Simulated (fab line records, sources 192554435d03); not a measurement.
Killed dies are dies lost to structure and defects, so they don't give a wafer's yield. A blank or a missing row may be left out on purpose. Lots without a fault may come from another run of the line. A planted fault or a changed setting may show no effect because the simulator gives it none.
fab line records | flow n5_finfet
record lots=6 wafers=18 last_day=18
route steps=1938 shown SDB@353 BEOL_M4@1111 PASSIVATION@1936
lots that met no fault: from a run of the same line without faults
start_h: hours from the record's first day to the start of the lot's first wafer shown | wait_h: hours since the lot's step before | " the same as in the row above | L1.1+2: a row that stands for several wafers | - no value, or no start given | * or withheld: withheld | < > ~ a bound
route shown NAME@n: a module of which the file shows steps, and the number in the route of the first | usual: mean/standard deviation of fault-free wafers | same: alike in all rows | chamber/n: place in a boat | sites: the reading at each site | _std_site: their standard deviation | _edge_site: outer sites' mean less inner sites' | radius_mm: how far each site lies from the wafer's centre | mask NAME#n: copy n | behind: the tool/chamber that last shaped the wafer | hold: why the lot was held/for how many hours/how that ended | device: the transistor (n, p or np) that didn't switch | end of line: the same wafers' tests at the end of the route | a step without rows: its recipe alone | killed: dies lost to structure and defects at the first sort, not the wafer's yield | map: a wafer's dies, x killed, . not, _ none there
set.NAME: the setting as run; set.NAME@STEP: as run at that earlier step | model.NAME: the simulator's own value behind a step, which no gauge read
lots at some steps of the route; a table a step, a row a wafer
services: from which hour (start_h, from the record's first day; less than 0 if before it) a tool's chamber was out of use, for how many hours, and why
## steps
# step N5_SDB_EXPOSE_08
# recipe mask_id=SDB na=1.35 source_shape=conventional sigma_outer=0.5 polarization=unpolarized dose_mj=49.6
# step N5_SDB_PEB_09
# recipe peb_temp_c=withheld peb_time_s=60 resist=CAR-ArF
# step N5_SDB_DEVELOP_10
# recipe develop_time_s=30 developer=TMAH resist=CAR-ArF rinse_liquid=diw dry=air_spin dev_temp_c=23
# step N5_SDB_CD_MEAS_11
# recipe target_cd_nm=50 landing_energy_ev=500 detector=se_inlens polarity=opening
# usual cd_nm=50.1/0.94
# columns lot.wafer tool chamber start_h wait_h cd_nm
L409.3 cd_sem-01 0 96.44 - 49.8
L409.4 " 0 " " 50.9
L409.5 " 0 " " 51.4
L413.3 cd_sem-02 0 119.05 - 49.8
L413.5 " 0 " " 52.2
L413.6 " 0 " " 50.5
L414.3 cd_sem-02 0 125.57 - 50.2
L414.5 " 0 " " 49.0
L414.6 " 0 " " 49.9
L416.1 cd_sem-01 0 147.06 - 50.8
L416.2 " 0 " " 51.2
L416.6 " 0 " " 51.6
L418.1 cd_sem-01 0 152.96 - 52.3
L418.4 " 0 " " 51.6
L418.6 " 0 " " 50.7
L425.1 cd_sem-03 0 194.47 - 50.3
L425.3 " 0 " " 49.2
L425.4 " 0 " " 50.1
# step N5_SDB_OVL_MEAS_12
# recipe points_per_wafer=44
# usual SDB_OVL=0.0/0.87
# columns lot.wafer tool chamber start_h wait_h SDB_OVL[nm]
L409.3 overlay-02 0 96.47 0.0 -1.2
L409.4 " 0 " " -1.6
L409.5 " 0 " " 0.6
L413.3 overlay-01 0 119.07 0.0 -1.8
L413.5 " 0 " " -0.9
L413.6 " 0 " " -0.9
L414.3 overlay-01 0 125.60 0.0 0.2
L414.5 " 0 " " 1.3
L414.6 " 0 " " -0.5
L416.1 overlay-01 0 147.09 0.0 -0.3
L416.2 " 0 " " -0.3
L416.6 " 0 " " -0.2
L418.1 overlay-01 0 152.99 0.0 0.7
L418.4 " 0 " " 0.9
L418.6 " 0 " " 0.7
L425.1 overlay-01 0 194.50 0.0 0.9
L425.3 " 0 " " 0.1
L425.4 " 0 " " 0.4
# step N5_SDB_INSPECT_13
# recipe mode=adi inspect_instrument=brightfield
# usual raw_defect_count=71/33
# columns lot.wafer tool chamber start_h wait_h raw_defect_count
L409.3 defect_inspect-02 - 96.50 0.0 40
L409.4 " - " " 81
L409.5 " - " " 33
L413.3 defect_inspect-01 - 119.10 0.0 40
L413.5 " - " " 53
L413.6 " - " " 35
L414.3 defect_inspect-01 - 125.62 0.0 73
L414.5 " - " " 114
L414.6 " - " " 98
L416.1 defect_inspect-02 - 147.11 0.0 40
L416.2 " - " " 77
L416.6 " - " " 73
L418.1 defect_inspect-02 - 153.02 0.0 82
L418.4 " - " " 37
L418.6 " - " " 91
L425.1 defect_inspect-02 - 194.53 0.0 78
L425.3 " - " " 66
L425.4 " - " " 86
# step N5_SDB_DESCUM_16
# recipe chemistry=O2 time_s=7.9 source_power_w=50 bias_power_w=20 pressure_mtorr=20 rf_frequency_hz=2.712e+07 temp_c=40 resist=CAR-ArF o2_flow_sccm=225
# usual drypump_motor_current_A=5.9/0.43 oes_product_au=0.82/0.093 rf_vpp_V=243.2/1.6 showerhead_plenum_p_Torr=2.10/0.085 throttle_valve_pct=20.40/0.21
# columns lot.wafer tool chamber start_h wait_h drypump_motor_current_A oes_product_au rf_hours_counter_h rf_vpp_V showerhead_plenum_p_Torr throttle_valve_pct
L409.3 rie_diel-02 3 96.91 0.4 6.3 0.95 11 245.3 2.13 20.32
L409.4 " 2 " " 6.0 0.82 93 244.0 2.21 20.25
L409.5 " 1 " " 6.2 0.69 - 240.8 1.98 20.55
L413.3 rie_diel-04 2 119.13 0.0 6.3 0.72 196 242.1 1.99 20.86
L413.5 " 1 " " 6.3 0.92 - 244.5 2.12 20.32
L413.6 " 0 " " 6.3 0.98 - 243.2 2.07 20.20
L414.3 rie_diel-03 1 125.66 0.0 5.9 0.89 32 243.1 2.13 20.56
L414.5 " 1 " " 5.9 0.88 - 242.4 2.13 20.55
L414.6 " 2 " " 5.1 0.73 - 241.8 2.08 20.34
L416.1 rie_diel-02 3 147.15 0.0 6.3 0.92 30 244.2 2.13 20.37
L416.2 " 1 " " 6.2 0.96 1 243.6 2.24 20.16
L416.6 " 1 " " 6.2 0.97 - 243.8 2.24 20.18
L418.1 rie_diel-03 3 153.88 0.9 5.4 0.87 31 245.3 2.22 20.11
L418.4 " 2 " " 5.1 0.72 184 243.1 2.08 20.35
L418.6 " 0 " " 5.7 0.71 - 240.9 1.98 20.60
L425.1 rie_diel-03 1 194.94 0.4 5.9 0.84 63 244.0 2.12 20.60
L425.3 " 3 " " 5.4 0.83 53 244.8 2.21 20.14
L425.4 " 2 " " 5.1 0.71 206 244.0 2.07 20.39
# step N5_SDB_ETCH_17
# recipe chemistry=CF4 target=SiARC target_depth_a=234 mask_material=CAR-ArF time_s=39 ion_energy_ev=80 pressure_mtorr=40 source_w=545 bias_w=36 Ar_flow_sccm=100 cf4_flow_sccm=100 ends=cleared
# usual drypump_motor_current_A=5.9/0.43 etch_rf_on_time_s=39.0/1.3 oes_product_au=0.70/0.082 rf_vpp_V=184.1/1.3 showerhead_plenum_p_Torr=2.15/0.082 throttle_valve_pct=15.60/0.26
# columns lot.wafer tool chamber start_h wait_h drypump_motor_current_A etch_rf_on_time_s oes_product_au rf_hours_counter_h rf_vpp_V showerhead_plenum_p_Torr throttle_valve_pct
L409.3 rie_diel-02 3 96.95 0.0 6.4 39.3 0.80 11 184.8 2.19 15.44
L409.4 " 2 " " 6.0 36.8 0.73 93 186.3 2.26 15.45
L409.5 " 1 " " 6.2 38.6 0.60 - 183.4 2.03 15.72
L413.3 rie_diel-04 2 119.17 0.0 6.3 39.0 0.61 196 183.3 2.04 16.07
L413.5 " 1 " " 6.3 37.5 0.79 - 184.9 2.19 15.60
L413.6 " 0 " " 6.3 38.3 0.84 - 183.2 2.11 15.28
L414.3 rie_diel-03 1 125.69 0.0 5.9 40.3 0.74 32 185.0 2.20 15.87
L414.5 " 1 " " 5.9 40.0 0.74 - 185.5 2.20 15.85
L414.6 " 2 " " 5.1 41.8 0.60 - 184.0 2.13 15.58
L416.1 rie_diel-02 3 147.18 0.0 6.3 39.3 0.77 30 182.5 2.18 15.49
L416.2 " 1 " " 6.2 38.3 0.83 1 185.2 2.27 15.22
L416.6 " 1 " " 6.2 38.0 0.84 - 186.5 2.27 15.21
L418.1 rie_diel-03 3 153.92 0.0 5.4 39.4 0.74 31 186.2 2.26 15.22
L418.4 " 2 " " 5.1 41.9 0.60 184 183.2 2.13 15.59
L418.6 " 0 " " 5.7 38.7 0.61 - 181.6 2.04 15.90
L425.1 rie_diel-03 1 194.98 0.0 5.9 40.3 0.70 63 184.9 2.19 15.91
L425.3 " 3 " " 5.4 39.6 0.72 53 184.9 2.25 15.29
L425.4 " 2 " " 5.1 41.3 0.59 206 183.0 2.12 15.64
# step N5_SDB_ETCH_18
# recipe chemistry=N2/H2 target=SOC target_depth_a=1000 overetch_a=200 mask_material=SiARC temp_c=40 time_s=150 ion_energy_ev=200 pressure_mtorr=30 source_w=840 bias_w=150 n2_flow_sccm=200 h2_flow_sccm=200
# usual drypump_motor_current_A=5.9/0.43 oes_product_au=0.73/0.08 rf_vpp_V=524.1/3 showerhead_plenum_p_Torr=2.55/0.11 throttle_valve_pct=17.81/0.23
# columns lot.wafer tool chamber start_h wait_h drypump_motor_current_A oes_product_au rf_hours_counter_h rf_vpp_V showerhead_plenum_p_Torr throttle_valve_pct
L409.3 rie_diel-02 3 96.98 0.0 6.4 0.85 11 526.3 2.62 17.88
L409.4 " 2 " " 6.0 0.73 93 528.0 2.67 17.60
L409.5 " 1 " " 6.2 0.62 - 520.2 2.41 18.01
L413.3 rie_diel-04 2 119.20 0.0 6.3 0.65 196 521.3 2.41 18.19
L413.5 " 1 " " 6.3 0.81 - 525.4 2.59 17.70
L413.6 " 0 " " 6.3 0.86 - 522.0 2.49 17.37
L414.3 rie_diel-03 1 125.73 0.0 5.9 0.79 32 523.3 2.58 17.81
L414.5 " 1 " " 5.9 0.79 - 523.7 2.58 17.82
L414.6 " 2 " " 5.1 0.66 - 525.4 2.55 18.01
L416.1 rie_diel-02 3 147.22 0.0 6.4 0.80 30 522.9 2.61 17.89
L416.2 " 1 " " 6.2 0.87 1 527.5 2.73 17.59
L416.6 " 1 " " 6.2 0.86 - 529.7 2.73 17.58
L418.1 rie_diel-03 3 153.95 0.0 5.4 0.77 31 528.7 2.71 17.54
L418.4 " 2 " " 5.1 0.65 184 523.9 2.55 18.03
L418.6 " 0 " " 5.7 0.63 - 519.1 2.39 17.98
L425.1 rie_diel-03 1 195.02 0.0 5.9 0.75 63 524.6 2.56 17.86
L425.3 " 3 " " 5.4 0.75 53 527.8 2.70 17.58
L425.4 " 2 " " 5.1 0.64 206 523.7 2.54 18.07
# step N5_SDB_STRIP_19
# recipe chemistry=N2/H2 temp_c=40 n2_flow_sccm=200 h2_flow_sccm=200 rf_frequency_hz=6e+07
# step N5_SDB_STRIP_21
# recipe chemistry=CF4 resist=SiARC power_w=300 bias_power_w=75 pressure_mtorr=50 cf4_flow_sccm=150 rf_frequency_hz=6e+07
# usual drypump_motor_current_A=5.9/0.43 oes_product_au=0.81/0.088 rf_vpp_V=271.2/1.8 showerhead_plenum_p_Torr=1.80/0.065 throttle_valve_pct=13.56/0.27
# columns lot.wafer tool chamber start_h wait_h drypump_motor_current_A oes_product_au rf_hours_counter_h rf_vpp_V showerhead_plenum_p_Torr throttle_valve_pct
L409.3 rie_diel-02 3 97.12 0.0 6.3 0.94 11 272.7 1.82 13.37
L409.4 " 2 " " 6.0 0.80 93 273.9 1.88 13.38
L409.5 " 1 " " 6.2 0.69 - 268.2 1.69 13.70
L413.3 rie_diel-04 2 119.34 0.0 6.3 0.71 196 269.6 1.72 14.07
L413.5 " 1 " " 6.3 0.89 - 272.3 1.83 13.53
L413.6 " 0 " " 6.2 0.97 - 270.2 1.78 13.28
L414.3 rie_diel-03 1 125.86 0.0 5.9 0.87 33 272.5 1.84 13.77
L414.5 " 1 " " 5.9 0.88 - 272.7 1.84 13.77
L414.6 " 2 " " 5.1 0.73 - 269.9 1.77 13.55
L416.1 rie_diel-02 3 147.36 0.0 6.3 0.89 30 269.4 1.82 13.41
L416.2 " 1 " " 6.2 0.96 1 274.1 1.90 13.16
L416.6 " 1 " " 6.2 0.95 - 273.1 1.90 13.16
L418.1 rie_diel-03 3 154.09 0.0 5.4 0.87 31 273.1 1.89 13.21
L418.4 " 2 " " 5.1 0.72 184 270.2 1.77 13.57
L418.6 " 0 " " 5.7 0.71 - 269.1 1.72 13.91
L425.1 rie_diel-03 1 195.15 0.0 5.9 0.83 63 272.9 1.83 13.82
L425.3 " 3 " " 5.4 0.82 53 272.9 1.89 13.25
L425.4 " 2 " " 5.1 0.71 206 271.3 1.77 13.61
# step N5_SDB_HM_OPEN_20
# recipe chemistry=CH3F/O2 target=SiNx mask_material=SOC target_depth_a=240 stop_on=poly-Si over_etch_frac=0.4 ion_energy_ev=120 pressure_mtorr=30 source_w=395 bias_w=73 Ar_flow_sccm=150 CH3F_flow_sccm=30 O2_flow_sccm=20
# usual drypump_motor_current_A=5.9/0.43 oes_product_au=0.67/0.074 rf_vpp_V=301/6.1 showerhead_plenum_p_Torr=2.01/0.084 throttle_valve_pct=16.33/0.24
# columns lot.wafer tool chamber start_h wait_h drypump_motor_current_A oes_product_au rf_hours_counter_h rf_vpp_V showerhead_plenum_p_Torr throttle_valve_pct
L409.3 rie_diel-02 3 97.14 0.0 6.3 0.77 11 298 2.05 16.23
L409.4 " 2 " " 6.0 0.67 93 305 2.12 16.21
L409.5 " 1 " " 6.2 0.58 - 297 1.89 16.45
L413.3 rie_diel-04 2 119.36 0.0 6.3 0.58 196 302 1.90 16.76
L413.5 " 1 " " 6.2 0.74 - 296 2.05 16.38
L413.6 " 0 " " 6.3 0.79 - 301 1.96 15.95
L414.3 rie_diel-03 1 125.88 0.0 5.9 0.73 33 295 2.05 16.55
L414.5 " 1 " " 5.9 0.74 - 296 2.05 16.57
L414.6 " 2 " " 5.1 0.60 - 306 2.00 16.36
L416.1 rie_diel-02 3 147.38 0.0 6.3 0.74 30 298 2.04 16.25
L416.2 " 1 " " 6.2 0.79 1 301 2.14 15.99
L416.6 " 1 " " 6.2 0.81 - 302 2.14 16.01
L418.1 rie_diel-03 3 154.11 0.0 5.4 0.71 31 309 2.11 15.96
L418.4 " 2 " " 5.1 0.61 184 308 2.00 16.39
L418.6 " 0 " " 5.7 0.58 - 289 1.89 16.52
L425.1 rie_diel-03 1 195.17 0.0 5.9 0.67 63 296 2.04 16.61
L425.3 " 3 " " 5.4 0.69 53 308 2.11 16.01
L425.4 " 2 " " 5.1 0.58 206 306 1.99 16.43
# step N5_SDB_STRIP_22
# recipe chemistry=N2/H2 power_w=1000 temp_c=250 h2_frac=0.65 overash_fraction=0.3 pressure_mtorr=withheld n2_flow_sccm=1750 h2_flow_sccm=3250
# usual drypump_motor_current_A=5.5/0.46 heater_power_w=353/11 oes_product_au=0.715/0.0043 strip_time_to_endpoint_s=96.2/0.49
# same overash_fraction=0.3
# columns lot.wafer tool chamber start_h wait_h drypump_motor_current_A heater_power_w oes_product_au rf_hours_counter_h strip_time_to_endpoint_s
L409.3 plasma_asher-02 0 97.26 0.1 5.3 353 0.718 - 96.6
L409.4 " 1 " " 6.2 359 0.717 - 96.2
L409.5 " 1 " " 6.1 357 0.722 - 96.5
L413.3 plasma_asher-02 1 119.48 0.1 6.1 362 0.708 - 95.4
L413.5 " 1 " " 6.1 360 0.700 - 95.4
L413.6 " 0 " " 5.3 355 0.712 - 95.6
L414.3 plasma_asher-02 0 126.02 0.1 5.3 362 0.716 - 96.4
L414.5 " 0 " " 5.3 367 0.720 - 96.7
L414.6 " 1 " " 6.1 363 0.677 - 105.1
L416.1 plasma_asher-02 0 147.46 0.1 5.2 364 0.717 99 96.3
L416.2 " 1 " " 6.1 367 0.673 99 104.3
L416.6 " 0 " " 5.3 349 0.716 - 95.9
L418.1 plasma_asher-01 1 154.19 0.1 5.8 332 0.713 49 96.4
L418.4 " 1 " " 5.8 352 0.720 - 96.9
L418.6 " 1 " " 5.8 341 0.720 - 96.1
L425.1 plasma_asher-01 1 195.25 0.1 5.8 329 0.710 58 96.3
L425.3 " 0 " " 4.9 353 0.717 - 96.2
L425.4 " 1 " " 5.8 336 0.722 - 96.5
# step N5_SDB_PRECLEAN_23
# recipe chemistry=dHF time_s=30 temp_c=25 dilution=withheld
# step N5_BEOL_M4_RC_MEAS_101
# usual DIBL_N=36.3/1.9 DIBL_P=36.0/2.1 IOFF_N=0.16/0.031 IOFF_P=0.21/0.035 ION_N=675/14 ION_P=464/8.5 SS_N=71.5/0.6 SS_P=73.3/0.72 VT_N=250/3.2 VT_P=-250/3.1
# columns lot.wafer tool chamber start_h wait_h DIBL_N[mV/V] DIBL_P[mV/V] IOFF_N[nA/um] IOFF_P[nA/um] ION_N[uA/um] ION_P[uA/um] SS_N[mV/dec] SS_P[mV/dec] VT_N[mV] VT_P[mV]
L409.3 prober-01 0 192.98 0.3 35.8 36.9 0.16 0.24 680 471 71.8 73.4 251 -249
L409.4 " 0 " " 33.1 33.2 0.13 0.19 672 468 71.0 72.2 251 -248
L409.5 " 0 " " 34.9 36.5 0.16 0.25 676 469 70.9 73.0 249 -244
L413.3 prober-01 0 209.22 0.3 32.9 34.8 0.12 0.16 653 451 70.9 72.7 254 -254
L413.5 " 0 " " 35.5 37.2 0.15 0.20 653 447 72.0 73.5 253 -252
L413.6 " 0 " " 35.7 38.1 0.15 0.20 657 451 72.1 73.6 252 -251
L414.3 prober-01 0 214.58 0.3 33.5 33.2 0.12 0.16 679 461 71.3 72.8 252 -255
L414.5 " 0 " " 33.7 33.7 0.12 0.17 674 462 70.4 72.7 253 -253
L414.6 " 0 " " 33.7 33.7 0.13 0.17 689 470 71.6 72.6 252 -253
L418.1 prober-01 0 285.09 0.0 35.8 33.6 0.14 0.18 661 454 71.6 72.2 252 -251
L418.4 " 0 " " 36.8 35.1 0.16 0.21 680 472 71.9 73.1 249 -248
L418.6 " 0 " " 35.7 33.7 0.14 0.19 679 475 72.4 72.7 250 -251
L425.1 prober-02 0 287.96 0.0 37.7 37.4 0.16 0.23 674 466 72.3 74.0 249 -251
L425.3 " 0 " " 37.1 36.2 0.15 0.22 668 462 71.5 72.7 251 -248
L425.4 " 0 " " 36.4 35.2 0.14 0.20 658 456 72.2 72.9 252 -251
L416.1 prober-01 0 326.65 0.0 35.8 34.8 0.16 0.22 689 470 71.8 72.6 247 -246
L416.2 " 0 " " 35.5 34.5 0.15 0.20 668 456 72.2 72.9 249 -249
L416.6 " 0 " " 36.1 37.3 0.18 0.26 683 474 71.6 72.8 247 -248
# step N5_PASSIVATION_PROBE_49
# usual defect_limited_yield=91.0/1.5 killed_at_M0_to_M3=32/9.6 killed_at_M4_up=13/4.7 killed_at_contacts=13/7.2 killed_at_front_end=44/13 killed_at_other=4/3.4 killed_dies=106/18 killed_open=70/13 killed_short=35/8 sort_bin_5_function=5.3/0.97 sort_bin_6_memory=3.4/0.73 sort_n_pass=1074/18 sort_yield_pct=91.0/1.5
# same gross_dies=1180 killed_at_back_side=0 sort_bin_4_leakage[%]=0 sort_bin_8_speed[%]=0
# columns lot.wafer tool chamber start_h wait_h defect_limited_yield[%] killed_at_M0_to_M3 killed_at_M4_up killed_at_contacts killed_at_front_end killed_at_other killed_dies killed_open killed_short sort_bin_5_function[%] sort_bin_6_memory[%] sort_n_pass sort_yield_pct[%]
L409.3 prober-02 - 272.74 0.1 92.7 39 9 4 32 2 86 56 27 4.0 2.9 1094 92.7
L409.4 prober-02 - 272.79 0.2 91.3 30 13 17 40 3 103 71 28 4.8 3.6 1077 91.3
L409.5 prober-02 - 272.84 0.2 89.6 46 10 10 47 10 123 84 34 5.6 4.3 1057 89.6
L413.3 prober-01 - 295.26 0.1 90.1 36 15 8 55 3 117 92 24 6.3 3.4 1063 90.1
L413.5 prober-01 - 295.36 0.2 91.4 29 15 17 38 3 102 60 36 5.3 3.0 1078 91.4
L413.6 prober-01 - 295.41 0.3 91.5 24 7 17 44 8 100 66 32 5.3 2.9 1080 91.5
L418.1 prober-02 - 375.90 0.0 92.1 49 14 10 17 3 93 68 21 5.3 2.4 1087 92.1
L418.4 prober-02 - 376.05 0.2 91.7 28 17 5 43 5 98 65 30 5.1 3.1 1082 91.7
L418.6 prober-02 - 376.15 0.3 91.4 43 16 15 26 1 101 63 35 5.4 2.6 1079 91.4
L416.1 prober-02 - 442.10 0.0 89.2 38 15 22 51 1 127 79 40 6.3 3.5 1053 89.2
L416.2 prober-02 - 442.15 0.1 91.5 24 15 19 40 2 100 66 26 4.2 3.6 1080 91.5
L416.6 prober-02 - 442.35 0.3 88.5 29 29 28 45 5 136 98 32 7.5 3.3 1044 88.5
# killed by level:class
L409.3 BEOL_M2:geometric_particle:open=10 FIN_SAQP:geometric_particle:short=8 BEOL_M0_SAQP:geometric_particle:short=7 BEOL_M0:geometric_particle:open=6 BEOL_M0_SAQP:geometric_particle:open=6 BEOL_M1:geometric_particle:open=6 DUMMY_GATE:geometric_particle:open=4 FIN_SAQP:geometric_particle:open=4
L409.4 MOL_CONTACT_COAG:geometric_particle:open=12 FIN_SAQP:geometric_particle:open=11 BEOL_M4:geometric_particle:open=10 FIN_SAQP:geometric_particle:short=8 BEOL_M2:geometric_particle:open=7 STI_FIN_REVEAL:geometric_particle:open=6 GATE_CUT:geometric_particle:open=5 MOL_CONTACT_COAG:geometric_particle:short=5
L409.5 BEOL_M2:geometric_particle:open=18 BEOL_M0_SAQP:geometric_particle:open=12 FIN_SAQP:geometric_particle:open=11 FIN_SAQP:geometric_particle:short=10 MOL_CONTACT_COAG:geometric_particle:open=8 BEOL_M3:geometric_particle:open=6 GATE_CUT:geometric_particle:open=5 GATE_CUT:geometric_particle:short=5
L413.3 FIN_SAQP:geometric_particle:open=23 STI_FIN_REVEAL:geometric_particle:open=16 BEOL_M2:geometric_particle:open=15 FIN_SAQP:geometric_particle:short=7 MOL_CONTACT_COAG:geometric_particle:open=7 BEOL_M4:geometric_particle:open=7 BEOL_M3:geometric_particle:open=5 STARTING-WAFER:geometric_particle:short=3
L413.5 BEOL_M2:geometric_particle:open=12 MOL_CONTACT_COAG:geometric_particle:open=10 BEOL_M0_SAQP:geometric_particle:short=9 FIN_SAQP:geometric_particle:open=7 MOL_CONTACT_COAG:geometric_particle:short=7 GATE_CUT:geometric_particle:short=6 BEOL_M4:geometric_particle:open=6 FIN_SAQP:geometric_particle:short=4
L413.6 MOL_CONTACT_COAG:geometric_particle:open=14 FIN_SAQP:geometric_particle:open=11 STI_FIN_REVEAL:geometric_particle:open=9 BEOL_M0_SAQP:geometric_particle:short=7 BEOL_M0_SAQP:geometric_particle:open=6 GATE_CUT:geometric_particle:short=5 BEOL_M2:geometric_particle:open=5 FIN_SAQP:geometric_particle:short=4
L418.1 BEOL_M0_SAQP:geometric_particle:open=15 BEOL_M1:geometric_particle:open=10 MOL_CONTACT_COAG:geometric_particle:open=9 BEOL_M0:geometric_particle:short=8 BEOL_M2:geometric_particle:open=6 STI_FIN_REVEAL:geometric_particle:open=5 DUMMY_GATE:geometric_particle:open=4 FIN_SAQP:geometric_particle:open=3
L418.4 BEOL_M0_SAQP:geometric_particle:open=11 FIN_SAQP:geometric_particle:short=10 FIN_SAQP:geometric_particle:open=9 STI_FIN_REVEAL:geometric_particle:open=8 BEOL_M0_SAQP:geometric_particle:short=6 MOL_CONTACT_COAG:geometric_particle:open=5 DUMMY_GATE:geometric_particle:open=5 MIM_BOT:geometric_particle:short=4
L418.6 BEOL_M0_SAQP:geometric_particle:open=12 MOL_CONTACT_COAG:geometric_particle:open=11 BEOL_M0_SAQP:geometric_particle:short=8 BEOL_M0:geometric_particle:short=8 BEOL_M2:geometric_particle:open=6 FIN_SAQP:geometric_particle:open=5 FIN_SAQP:geometric_particle:short=5 BEOL_M4:geometric_particle:open=5
L416.1 FIN_SAQP:geometric_particle:open=17 MOL_CONTACT_COAG:geometric_particle:open=16 FIN_SAQP:geometric_particle:short=12 BEOL_M0_SAQP:geometric_particle:open=10 BEOL_M4:geometric_particle:open=10 BEOL_M0_SAQP:geometric_particle:short=7 MOL_CONTACT_COAG:geometric_particle:short=6 BEOL_M1:geometric_particle:open=6
L416.2 FIN_SAQP:geometric_particle:open=15 MOL_CONTACT_COAG:geometric_particle:open=14 BEOL_M4:geometric_particle:open=10 HKMG_FIN:area_etch=7 BEOL_M0_SAQP:geometric_particle:short=6 MOL_CONTACT_COAG:geometric_particle:short=5 BEOL_M0_SAQP:geometric_particle:open=5 FIN_SAQP:geometric_particle:short=4
L416.6 MOL_CONTACT_COAG:geometric_particle:open=22 BEOL_M4:geometric_particle:open=18 FIN_SAQP:geometric_particle:open=10 DUMMY_GATE:geometric_particle:open=9 BEOL_M0_SAQP:geometric_particle:short=9 BEOL_M1:geometric_particle:open=7 MOL_CONTACT_COAG:geometric_particle:short=6 HKMG_FIN:area_etch=6
## services
# columns tool chamber start_h hours kind
rie_diel-04 0 82.80 - clean
rie_diel-04 0 82.80 - consumable_replace:focus_ring
rie_diel-04 0 82.80 22.1 scheduled_down
rie_diel-04 0 82.80 22.1 vent_cycle
rie_diel-04 1 98.25 7.9 repair
rie_diel-04 - 101.94 0.2 repair
rie_diel-03 2 103.38 6.4 repair
rie_diel-03 0 107.48 11.9 repair
rie_diel-04 0 111.02 1.2 repair
plasma_asher-01 - 121.47 0.7 repair
plasma_asher-01 - 129.22 2.8 pm
rie_diel-02 1 132.22 - clean
rie_diel-02 1 132.22 - consumable_replace:focus_ring
rie_diel-02 1 132.22 - consumable_replace:showerhead
rie_diel-02 1 132.22 12.2 scheduled_down
rie_diel-02 1 132.22 12.2 vent_cycle
rie_diel-04 - 153.03 28.1 pm
rie_diel-02 1 162.01 21.4 repair
rie_diel-02 3 179.16 26.0 repair
rie_diel-04 - 181.13 14.6 pm
## key
first_sign step=N5_SDB_STRIP_22 reading=strip_time_to_endpoint_s direction=up sigmas=17 usual=* struck=*
effect step=N5_SDB_STRIP_22 reading=oes_product_au direction=down sigmas=9.3 usual=0.715 struck=0.675
met_at N5_SDB_STRIP_22
struck_wafers L414.6,L416.2
onset_between 119.48 126.02
fault kind=process_parameter_drift tool=plasma_asher-02 chamber=1 onset_h=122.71 steps=N5_SDB_STRIP_22 channel=power_w offset=* shape=step end_h=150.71 acts_in=* stated=*
